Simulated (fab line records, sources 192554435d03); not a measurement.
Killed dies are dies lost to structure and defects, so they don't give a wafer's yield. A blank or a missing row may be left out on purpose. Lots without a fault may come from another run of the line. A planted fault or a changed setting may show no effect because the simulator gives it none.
Problem report in the 8D (eight disciplines) form, filled by code | flow n5_finfet | the parts of the form that need people (team, actions taken, sign-off) are left out

1. THE PROBLEM
barrier_field_endpoint_s at N5_BEOL_M0_CMP_120 reads a mean of 4.60 s on 4 wafers of 3 lots; wafers without a fault read 3.60 s with a standard deviation of 0.13. That is +7.7 standard deviations from the usual mean.
The step: polishes, stops on SiOC, t overpolish 6.9 s.
First seen on wafer L939.1, day 10 00:57, on cmp-01. The record holds 28 wafers of 10 lots with a number at this step. Rule for "out", or "out of limits": more than 4 standard deviations from the usual mean. The other wafers with a number count as sound.

2. WHAT IT IS AND WHAT IT IS NOT
question                    | is                             | is not
which readings at this step | barrier_field_endpoint_s       | -
which lots                  | L939, L940, L941               | L923, L925, L928, L930, L935, L944, L946
which wafers of those lots  | L939.1, L940.3, L941.1, L941.3 | L939.5, L940.5, L941.2
read on which tools         | cmp-01, cmp-03                 | cmp-02
when                        | from day 10 00:57              | up to then (16 sound wafers); but 8 sound wafers of L940, L941, L944, L946 came after

3. SUSPECTS, AND WHAT RULES EACH OUT
Counting: a tool at a process step up to the reading stays a suspect if it ran every lot that is out. Sound lots after the first of them don't rule it out here, since some wafers of a struck lot are sound.
- ald_metal-02 at N5_BEOL_M0_ALD_136 (deposits TaN, pulse time 2 s, purge time 3 s, co reactant purge time 2 s): kept. It ran every lot that is out, first L939 (day 9 21:53); its last sound lot up to then is L935 (day 9 00:15).
Left after counting: ald_metal-02 at N5_BEOL_M0_ALD_136.

4. THE CAUSE (what the simulator had put in)
Process parameter drift: ald_metal-02, from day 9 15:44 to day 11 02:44, at N5_BEOL_M0_ALD_136. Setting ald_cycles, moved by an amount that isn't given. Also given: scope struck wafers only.
Counting left only this tool.

5. THE CHAIN OF EFFECTS, in route order
Each row: a reading whose mean over the struck wafers that have a number lies more than 3 standard deviations from the usual. Only readings for which the record gives a usual standard deviation are gone through. hours: the time from each lot's start at the first step in this table that gives one to its start at this step, as a median over the lots. sigmas: the change in usual standard deviations.
hours | step               | reading                  | usual  | on struck wafers | change | sigmas
0     | N5_BEOL_M0_CMP_120 | barrier_field_endpoint_s | 3.60 s | 4.60             | +1.00  | +7.7
The process steps in it:
- N5_BEOL_M0_CMP_120: polishes, stops on SiOC, t overpolish 6.9 s.
Later measuring or inspecting steps at which every struck wafer that the step has a row for has a number for every such reading, and none has moved that far: N5_BEOL_M4_RC_MEAS_101.

6. WHAT WOULD HAVE CAUGHT IT SOONER
In this record the first reading out of limits was taken at day 10 00:57, 9 hours after the fault began at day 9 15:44.
Of the tool readings at N5_BEOL_M0_ALD_136 for which the record gives a usual standard deviation, none was out on any struck wafer, so an alarm limit of 4 standard deviations on them would not have fired.
Of the lots that are out (3), L940, L941 began N5_BEOL_M0_ALD_136 on ald_metal-02 after day 10 00:57. A hold on the tool at that time would have spared those 2.
